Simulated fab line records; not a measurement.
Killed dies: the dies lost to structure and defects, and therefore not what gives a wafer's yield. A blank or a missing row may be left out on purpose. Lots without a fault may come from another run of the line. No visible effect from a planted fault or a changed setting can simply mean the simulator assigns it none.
2 desks, one fault	flow nand harc	every desk sees just its own numbers, and what lay behind them comes last

== DESK OF THE TOOL OWNER: rie diel-02 ==
The tool's own readings at NHARC_A_CONTACT_ETCH_78 (etches the open film in O2/COS, target depth 5300 nm, time 1378 s): means of the sampled wafers that have a number, for each lot that ran on this tool. Any lot whose mean is over 4 standard deviations away from the usual mean is out of limits and marked OUT; that distance is given in the brackets.
Columns: A = drypump motor current A at NHARC_A_CONTACT_ETCH_78, usual 5.7 A; B = mfc ar sccm at NHARC_A_CONTACT_ETCH_78, usual 0.009 sccm; C = oes product au at NHARC_A_CONTACT_ETCH_78, usual 1.004 a.u.; D = rf vpp V at NHARC_A_CONTACT_ETCH_78, usual 314.6 V; E = showerhead plenum p Torr at NHARC_A_CONTACT_ETCH_78, usual 3.16 Torr; F = throttle valve pct at NHARC_A_CONTACT_ETCH_78, usual 28.330 %
lot	first seen here	A	B	C	D	E	F
L643	day 22 16:44	5.3	0.006	1.022	312.7	3.04	28.328
L644	day 23 07:46	5.5	0.014	1.006	313.7	3.03	28.328
L647	day 24 03:41	5.7	0.014	0.951 (-4.4) OUT	313.6	3.10	28.322
L654	day 28 03:58	6.1	0.016	0.998	313.8	3.16	28.334
L657	day 28 08:55	5.2	0.012	1.013	313.4	3.12	28.322
L660	day 29 23:59	5.5	0.014	1.008	315.1	3.18	28.332
L661	day 30 01:46	5.4	0.000	1.000	315.2	3.27	28.330
L664	day 31 01:37	5.7	0.014	1.008	314.2	3.09	28.328
This desk's verdict: out of limits on L647, starting with L647 at day 24 03:41 (oes product au at NHARC_A_CONTACT_ETCH_78). In limits: L643, L644, L654, L657, L660, L661, L664.

== THE METROLOGY DESK ==
Means of the sampled wafers that have a number, per lot and without regard to the tool the lot ran on: this is what the gauges read. Any lot whose mean is over 4 standard deviations away from the usual mean is out of limits and marked OUT; that distance is given in the brackets.
Columns: A = cd nm at NHARC_A_CONTACT_CD_MEAS_69, usual 300.0 nm
lot	first seen here	A
L641	day 21 13:06	300.5
L642	day 22 05:05	300.3
L643	day 22 15:56	300.4
L644	day 23 06:41	300.3
L647	day 24 02:47	299.6
L654	day 28 02:58	299.6
L657	day 28 08:07	299.9
L659	day 29 08:29	299.3
L660	day 29 23:00	300.3
L661	day 30 00:52	300.1
L662	day 30 12:27	299.7
L663	day 31 00:27	300.8
L664	day 31 00:49	300.4
This desk's finding: nothing out of limits on any of the 13 lots.

== ALL TOGETHER ==
The tool owner's desk could have raised an alarm at day 24 03:41, on L647.
Metrology desk: nothing out of limits seen.
The metrology desk has L647 on record, within its limits.
Every lot named ran NHARC_A_CONTACT_ETCH_78 on rie diel-02.

== WHAT WAS PUT IN BY THE SIMULATOR ==
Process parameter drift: rie diel-02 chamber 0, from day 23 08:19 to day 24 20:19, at NHARC_A_CONTACT_ETCH_78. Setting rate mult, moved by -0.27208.
Struck lots among those shown: L647.
How many hours passed from the start of the fault until each desk's first out-of-limits reading: the tool owner's desk, 19.
